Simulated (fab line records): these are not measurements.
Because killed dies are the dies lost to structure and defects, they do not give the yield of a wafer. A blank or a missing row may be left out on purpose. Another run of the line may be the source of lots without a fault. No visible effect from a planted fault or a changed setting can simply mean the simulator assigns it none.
Chamber matching | flow n5_finfet | N5_MOL_CONTACT_COAG_ALD_133 on ald_sin-04 has 4 sister chambers
The step deposits SiO2, target thk 5 nm, pulse time 1 s, co reactant pulse time 1 s. 4 wafers are shown with their chamber, then 9 later ones without.

EACH WAFER AND ITS CHAMBER
wafer  | chamber | heater_power_w (W)
L083.5 | 1       | 82
L084.4 | 2       | 87
L084.5 | 0       | 83
L084.6 | 3       | 90

WAFERS WITH NO CHAMBER GIVEN
wafer  | heater_power_w (W)
L091.1 | 86
L091.2 | 82
L091.3 | 90
L091.4 | 89
L091.5 | 82
L091.6 | 84
L093.2 | 80
L093.3 | 90
L093.4 | 86

EACH ONE'S CHAMBER
wafer  | from the rows above     | in truth
L091.1 | 2                       | 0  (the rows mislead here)
L091.2 | can't be placed: 1 or 0 | 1
L091.3 | 3                       | 3
L091.4 | can't be placed: 3 or 2 | 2
L091.5 | can't be placed: 1 or 0 | 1
L091.6 | can't be placed: 0 or 1 | 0
L093.2 | can't be placed: 1 or 0 | 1
L093.3 | 3                       | 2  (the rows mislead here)
L093.4 | 2                       | 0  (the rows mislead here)
Placed correctly: 1 of 9. Can't be placed from these rows: 5 (the true chamber is among the candidates in 5). Placed wrongly: 3.
How it was worked out, from the rows above alone: a wafer's distance from a chamber is the root of the sum, over the readings, of the square of ((its reading less the chamber's mean) divided by the reading's scatter). If the next closest chamber is less than 2 further off than the closest, the wafer can't be placed; otherwise it belongs to the closest. A chamber's mean is the mean of its shown wafers. The scatter: root of mean squared gap, hidden wafer to nearest shown wafer, with one shown wafer a chamber.
